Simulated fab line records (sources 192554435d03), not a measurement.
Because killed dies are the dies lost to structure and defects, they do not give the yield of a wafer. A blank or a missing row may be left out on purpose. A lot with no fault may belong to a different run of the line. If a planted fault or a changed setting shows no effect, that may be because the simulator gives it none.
A lot that was struck, set against a sound lot -- flow n5 finfet -- 38 out of 1938 route steps
Sound: wafers L661.1, L661.2, L661.3. Struck: wafer L667.5. (L667.2 of the same lot was not struck and is left out.) The cause comes at the end.
Per side, at each step with rows, come the tool, then ch with its chambers, and then its first start. Under that, the readings that differ: sound wafers -- struck wafers -- difference of the means -- sigmas: that difference in standard deviations of wafers without a fault.
alike: a reading whose means differ by less than 2 such deviations, as well as words and numbers matching on both sides. not compared: withheld readings; readings where some wafer has no value; bounds like >300 that might hide an equal value; numbers whose values overlap and for which the record gives no deviation.
A row with sigmas, a row that says differs or no value, or rows on one side alone: a step with any of these is where the two part. When numbers do not overlap yet have no deviation, they are printed without sigmas and do not part them. A reading that every wafer of one side lacks parts them only if that side has two wafers or more.

first, 9 steps without rows for these wafers: N5_BEOL_M4_ANNEAL_95 (time 240 s); N5_BEOL_M4_SPUTTER_96 (material Cu, target thk 4.5 nm, time 8.29 s); N5_BEOL_M4_ECD_50 (material Cu, target thk 300 nm); N5_BEOL_M4_ANNEAL_51 (time 90 s); N5_BEOL_M4_CMP_52 (polishes, stops on SiOC, t overpolish 6.8 s, target thk 40 nm); N5_BEOL_M4_PRE_CLEAN_60 (time 15 s); N5_BEOL_M4_CO_CAP_55 (material Co, precursor CCTBA/H2, target thk 2 nm, time 102.1 s); N5_BEOL_M4_PRE_CLEAN_56 (time 15 s); N5_BEOL_M4_DEP_57 (deposits SiCN from 3MS/NH3, target thk 8 nm, time 14 s).
N5_BEOL_M4_RC_MEAS_101:
  sound on prober-02 ch 0, day 9 12:39; struck on prober-01 ch 0, day 11 16:25
reading,sound,struck,difference,sigmas
VT_P (mV),-251 -250 -250,-242,+8,+2
  alike: DIBL_N, DIBL_P, IOFF_N, IOFF_P, ION_N, ION_P, SS_N, SS_P, VT_N
then, 24 steps without rows for these wafers: N5_BEOL_M5_ILD_DEP_00 (deposits SiCOH lowk from DEMS/porogen, target thk 140.64 nm, time 25.9 s); N5_BEOL_M5_CURE_79 (cures SiCOH lowk, time 240 s); N5_BEOL_M5_PECVD_70 (deposits SiO2 from TEOS/O2, target thk 16 nm, time 18 s); N5_BEOL_M5_HM_DEP_02 (deposits TiN, target thk 20 nm); N5_BEOL_M5_COAT_59 (time 60 s, resist thk 60 nm); N5_BEOL_M5_COAT_60 (time 60 s, resist thk 12 nm); N5_BEOL_M5_COAT_71 (time 60 s, resist thk 5 nm); N5_BEOL_M5_COAT_05 (resist thk 30 nm); N5_BEOL_M5_EBR_07; N5_BEOL_M5_SOFTBAKE_06 (time 60 s); N5_BEOL_M5_EXPOSE_08 (exposes mask M5, target cd 28 nm); N5_BEOL_M5_PEB_09 (peb time 60 s); N5_BEOL_M5_DEVELOP_10 (develop time 30 s); N5_BEOL_M5_DESCUM_16 (chemistry O2, time 7 s); N5_BEOL_M5_ETCH_72 (etches underlayer in N2/H2, target depth 6.5 nm, time 5.2 s); N5_BEOL_M5_ETCH_61 (etches SiARC in CF4, target depth 15.6 nm, time 26 s); N5_BEOL_M5_ETCH_62 (etches SOC in N2/H2, target depth 75 nm, overetch 15 nm, time 112.5 s); N5_BEOL_M5_STRIP_63 (strips in N2/H2); N5_BEOL_M5_STRIP_73 (strips in N2/H2); N5_BEOL_M5_STRIP_64 (strips in CF4); N5_BEOL_M5_HM_OPEN_17 (chemistry Cl2/BCl3, target TiN, target depth 20 nm, overetch 6 nm); N5_BEOL_M5_STRIP_19 (strips in O2); N5_BEOL_M5_COAT_65 (time 60 s, resist thk 60 nm); N5_BEOL_M5_COAT_66 (time 60 s, resist thk 12 nm).
N5_BEOL_M9_HM_DEP_02: deposits TiN, target thk 20 nm.
  sound: pvd sputter-03 at day 11 07:51; struck: pvd sputter-01 at day 13 12:55
reading,sound,struck,difference,sigmas
model.TiN_of_BEOL_M9_HM_DEP_02.thk nm (nm),20 20.2 20,26,+6,
  alike: substrate temp c, throttle valve pct
N5_BEOL_M9_HM_OPEN_17: chemistry Cl2/BCl3, target TiN, target depth 20 nm, overetch 6 nm.
  sound on rie metal-03 ch 0,1, day 11 08:42; struck on rie metal-01 ch 0, day 13 13:38
reading,sound,struck,difference,sigmas
model.etch.depth nm (nm),19.95 20.2 19.91,25.34,+5.32,
  alike: bcl3 flow sccm, drypump motor current A, oes product au, throttle valve pct
  not compared: rf hours counter h
N5_BEOL_M9_TRENCH_ETCH_37: etches SiCOH lowk in C4F6/O2, target depth 151.43 nm, time 49 s.
  sound on rie diel-03 ch 0,2,3; struck on rie diel-05 ch 1
reading,sound,struck,difference,sigmas
throttle valve pct (%),21.34 20.97 20.94,20.54,-0.54,-2
model.TiN_of_BEOL_M9_HM_DEP_02.thk nm (nm),15.8 16 15.6,21.6,+5.8,
  alike: drypump motor current A, oes product au, rf vpp V, showerhead plenum p Torr
  not compared: rf hours counter h
-- record jumps: 3 days separate the struck wafers' starts on either side; left off in module BEOL_M9, taken up again in module PASSIVATION, whose first shown step is the route's number 1936 --
N5_PASSIVATION_PROBE_49:
  the record has rows for the struck wafers here (prober-02, day 16 04:44) and none for the sound ones

## WHERE THEY PART
Earliest at N5_BEOL_M4_RC_MEAS_101; latest, in this record, at N5_PASSIVATION_PROBE_49.

WHY: whatever the simulator had introduced
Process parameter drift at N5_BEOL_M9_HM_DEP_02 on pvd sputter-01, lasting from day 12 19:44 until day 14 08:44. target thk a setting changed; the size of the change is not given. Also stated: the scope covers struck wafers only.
